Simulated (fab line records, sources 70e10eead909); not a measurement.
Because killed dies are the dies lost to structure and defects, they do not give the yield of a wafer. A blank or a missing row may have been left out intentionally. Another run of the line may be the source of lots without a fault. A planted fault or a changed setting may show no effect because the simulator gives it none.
Chamber matching :: flow nand-harc :: NHARC_A_M0_STRIP_18 on rie-diel-10 has 4 sister chambers
The step strips in N2/H2. 20 wafers are shown with their chamber, then 10 later ones without.

== WAFERS, EACH WITH ITS CHAMBER ==
wafer: L075.2
chamber: 0
drypump-motor-current-A (A): 5.85
throttle-valve-pct (%): 14.165
oes-product-au (a.u.): 1.001

wafer: L075.3
chamber: 3
drypump-motor-current-A (A): 5.91
throttle-valve-pct (%): 14.164
oes-product-au (a.u.): 0.988

wafer: L075.5
chamber: 3
drypump-motor-current-A (A): 5.91
throttle-valve-pct (%): 14.161
oes-product-au (a.u.): 0.996

wafer: L079.2
chamber: 3
drypump-motor-current-A (A): 5.89
throttle-valve-pct (%): 14.162
oes-product-au (a.u.): 0.998

wafer: L079.4
chamber: 2
drypump-motor-current-A (A): 5.54
throttle-valve-pct (%): 14.165
oes-product-au (a.u.): 1.006

wafer: L079.5
chamber: 3
drypump-motor-current-A (A): 5.88
throttle-valve-pct (%): 14.171
oes-product-au (a.u.): 1.001

wafer: L082.1
chamber: 2
drypump-motor-current-A (A): 5.50
throttle-valve-pct (%): 14.160
oes-product-au (a.u.): 0.996

wafer: L082.4
chamber: 0
drypump-motor-current-A (A): 5.88
throttle-valve-pct (%): 14.163
oes-product-au (a.u.): 1.017

wafer: L082.5
chamber: 1
drypump-motor-current-A (A): 5.42
throttle-valve-pct (%): 14.183
oes-product-au (a.u.): 1.014

wafer: L084.2
chamber: 2
drypump-motor-current-A (A): 5.52
throttle-valve-pct (%): 14.176
oes-product-au (a.u.): 1.000

wafer: L084.3
chamber: 0
drypump-motor-current-A (A): 5.88
throttle-valve-pct (%): 14.156
oes-product-au (a.u.): 1.003

wafer: L084.4
chamber: 3
drypump-motor-current-A (A): 5.88
throttle-valve-pct (%): 14.141
oes-product-au (a.u.): 0.995

wafer: L083.1
chamber: 3
drypump-motor-current-A (A): 5.88
throttle-valve-pct (%): 14.170
oes-product-au (a.u.): 0.993

wafer: L083.2
chamber: 0
drypump-motor-current-A (A): 5.85
throttle-valve-pct (%): 14.176
oes-product-au (a.u.): 1.007

wafer: L083.6
chamber: 1
drypump-motor-current-A (A): 5.38
throttle-valve-pct (%): 14.177
oes-product-au (a.u.): 1.014

wafer: L086.1
chamber: 3
drypump-motor-current-A (A): 5.93
throttle-valve-pct (%): 14.152
oes-product-au (a.u.): 1.008

wafer: L086.2
chamber: 1
drypump-motor-current-A (A): 5.45
throttle-valve-pct (%): 14.172
oes-product-au (a.u.): 1.011

wafer: L086.5
chamber: 1
drypump-motor-current-A (A): 5.43
throttle-valve-pct (%): 14.178
oes-product-au (a.u.): 0.995

wafer: L089.1
chamber: 2
drypump-motor-current-A (A): 5.53
throttle-valve-pct (%): 14.173
oes-product-au (a.u.): 0.996

wafer: L089.2
chamber: 1
drypump-motor-current-A (A): 5.37
throttle-valve-pct (%): 14.176
oes-product-au (a.u.): 1.010

SIGNATURES (means of the wafers above)
reading: drypump-motor-current-A
chamber 0: 5.8650
chamber 1: 5.4100
chamber 2: 5.5225
chamber 3: 5.8971
scatter within a chamber: 0.0233

reading: throttle-valve-pct
chamber 0: 14.16500
chamber 1: 14.17720
chamber 2: 14.16850
chamber 3: 14.16014
scatter within a chamber: 0.00828

reading: oes-product-au
chamber 0: 1.00700
chamber 1: 1.00880
chamber 2: 0.99950
chamber 3: 0.99700
scatter within a chamber: 0.00666
Rule: distance of a wafer from a chamber = root of the sum over the readings of ((wafer's reading minus chamber's mean) / reading's scatter) squared. The wafer belongs to the nearest chamber; if the next one is less than 2 further off, it can't be placed. The scatter: take each reading less its chamber's mean, square it, sum over the shown wafers, divide by the number of wafers less the number of chambers, and take the root.

== WAFERS MISSING THEIR CHAMBER ==
wafer: L089.3
drypump-motor-current-A (A): 5.84
throttle-valve-pct (%): 14.174
oes-product-au (a.u.): 1.005

wafer: L092.1
drypump-motor-current-A (A): 5.86
throttle-valve-pct (%): 14.170
oes-product-au (a.u.): 1.005

wafer: L092.2
drypump-motor-current-A (A): 5.38
throttle-valve-pct (%): 14.160
oes-product-au (a.u.): 1.001

wafer: L092.4
drypump-motor-current-A (A): 5.51
throttle-valve-pct (%): 14.175
oes-product-au (a.u.): 1.000

wafer: L093.1
drypump-motor-current-A (A): 5.87
throttle-valve-pct (%): 14.185
oes-product-au (a.u.): 1.023

wafer: L093.3
drypump-motor-current-A (A): 5.54
throttle-valve-pct (%): 14.170
oes-product-au (a.u.): 1.010

wafer: L093.5
drypump-motor-current-A (A): 5.39
throttle-valve-pct (%): 14.168
oes-product-au (a.u.): 1.014

wafer: L094.1
drypump-motor-current-A (A): 5.52
throttle-valve-pct (%): 14.188
oes-product-au (a.u.): 1.004

wafer: L094.4
drypump-motor-current-A (A): 5.88
throttle-valve-pct (%): 14.162
oes-product-au (a.u.): 1.010

wafer: L094.5
drypump-motor-current-A (A): 5.87
throttle-valve-pct (%): 14.160
oes-product-au (a.u.): 1.026

== THE CHAMBER EACH PASSED THROUGH ==
wafer: L089.3
from the rows above: can't be placed: 0 or 3
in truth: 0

wafer: L092.1
from the rows above: can't be placed: 0 or 3
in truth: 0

wafer: L092.2
from the rows above: 1
in truth: 1

wafer: L092.4
from the rows above: 2
in truth: 2

wafer: L093.1
from the rows above: can't be placed: 0 or 3
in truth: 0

wafer: L093.3
from the rows above: 2
in truth: 2

wafer: L093.5
from the rows above: 1
in truth: 1

wafer: L094.1
from the rows above: 2
in truth: 2

wafer: L094.4
from the rows above: can't be placed: 0 or 3
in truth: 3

wafer: L094.5
from the rows above: can't be placed: 0 or 3
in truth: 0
Correctly placed: 5 of 10. Can't be placed from these rows: 5 (the true chamber is among the candidates in 5). Wrongly placed: 0.
